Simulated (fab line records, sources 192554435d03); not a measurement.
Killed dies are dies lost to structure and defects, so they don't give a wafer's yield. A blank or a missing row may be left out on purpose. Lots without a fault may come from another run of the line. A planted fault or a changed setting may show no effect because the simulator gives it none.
Split-lot experiment | flow n5_finfet | 7 lots, 21 wafers read, on a route of 1938 steps

THE SPLIT
At N5_PMOS_HMC_CHANNEL_EPI_PEB_07 (peb time 60 s), the setting peb_time_s was moved away from the recipe's 60 s on 7 of the 21 wafers read, by -11.3% to +12.9%. The other wafers ran this setting at the recipe's value.

FROM THE SPLIT TO THE READING: what the file shows between them, 1 step
- N5_PMOS_HMC_CHANNEL_EPI_DEVELOP_08: develop time 30 s

THE READING
cd_nm, in nm, at N5_PMOS_HMC_CHANNEL_EPI_CD_MEAS_09 (target cd 237.4 nm). Fault-free wafers of this fab line usually give 238.0 nm, standard deviation 0.96 nm.

wafer  | tool, chamber at the split | peb_time_s as run, s | against the recipe | cd_nm, nm | against lot-mates on the recipe
L074.2 | litho_track-03, 0          | 60                   | recipe             | 238.4     | -
L074.3 | litho_track-03, 0          | 67.73                | +12.9%             | 244.3     | +5.9
L074.6 | litho_track-03, 0          | 67.73                | +12.9%             | 243.3     | +4.9
L075.1 | litho_track-02, 0          | 60                   | recipe             | 237.7     | -
L075.4 | litho_track-02, 0          | 60                   | recipe             | 236.9     | -
L075.6 | litho_track-02, 0          | 60                   | recipe             | 235.8     | -
L086.3 | litho_track-05, 0          | 60                   | recipe             | 239.6     | -
L086.5 | litho_track-05, 0          | 53.69                | -10.5%             | 233.9     | -4.2
L086.6 | litho_track-05, 0          | 60                   | recipe             | 236.7     | -
L088.2 | litho_track-05, 0          | 53.2                 | -11.3%             | 232.5     | -6.1
L088.3 | litho_track-05, 0          | 53.2                 | -11.3%             | 233.9     | -4.7
L088.6 | litho_track-05, 0          | 60                   | recipe             | 238.6     | -
L089.1 | litho_track-03, 0          | 60                   | recipe             | 236.9     | -
L089.4 | litho_track-03, 0          | 60                   | recipe             | 238.2     | -
L089.6 | litho_track-03, 0          | 60                   | recipe             | 237.5     | -
L095.1 | litho_track-03, 0          | 64.48                | +7.5%              | 239.6     | +3.7
L095.3 | litho_track-03, 0          | 64.48                | +7.5%              | 240.2     | +4.3
L095.4 | litho_track-03, 0          | 60                   | recipe             | 235.9     | -
L096.1 | litho_track-02, 0          | 60                   | recipe             | 239.3     | -
L096.2 | litho_track-02, 0          | 60                   | recipe             | 238.8     | -
L096.6 | litho_track-02, 0          | 60                   | recipe             | 239.6     | -

THE FIT
A straight line over all 21 wafers: cd_nm changes by +0.408 nm for each +1% of peb_time_s; r = +0.92; the points scatter about the line by 1.2 nm.
The same after taking each lot's own level away (the mean of its wafers on the recipe; 21 wafers): +0.451 nm for each +1%; r = +0.97; scatter 0.74 nm.
On that fit, the largest move of peb_time_s shifts the reading by 5.8 nm.
The lots' own levels span 235.90 to 239.23 nm, that is 3.5 times the standard deviation above.
So the lot-to-lot level changes the slope little: the two slopes agree.
Check: with one of the wafers moved furthest among these (+12.9%) left out of the fit, the line predicts +5.81 nm for it against its lot-mates. It came out at +5.9 nm against them.

THE WHOLE CHAIN: every reading that the file lists as answering this split, in the file's order
step                               | what it does                                                           | reading                                                                     | change (the file's fit)               | r (the file's)
N5_PMOS_HMC_CHANNEL_EPI_CD_MEAS_09 | target cd 237.4 nm                                                     | cd_nm                                                                       | +0.447 nm for each +1% of the setting | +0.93
N5_PMOS_HMC_CHANNEL_EPI_DESCUM_14  | chemistry O2, time 7.9 s                                               | PMOS_HMC_CHANNEL_EPI.cd_nm (the simulator's own value, which no gauge read) | +0.463 nm for each +1% of the setting | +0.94
N5_PMOS_HMC_CHANNEL_EPI_ETCH_32    | etches BARC in N2/H2, stops on SiO2, target depth 85.8 nm, time 50.3 s | PMOS_HMC_CHANNEL_EPI.cd_nm (the simulator's own value, which no gauge read) | +0.449 nm for each +1% of the setting | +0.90

THE FILE'S OWN FIT
cd_nm changes by +0.447 nm for each +1% of peb_time_s, r = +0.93.
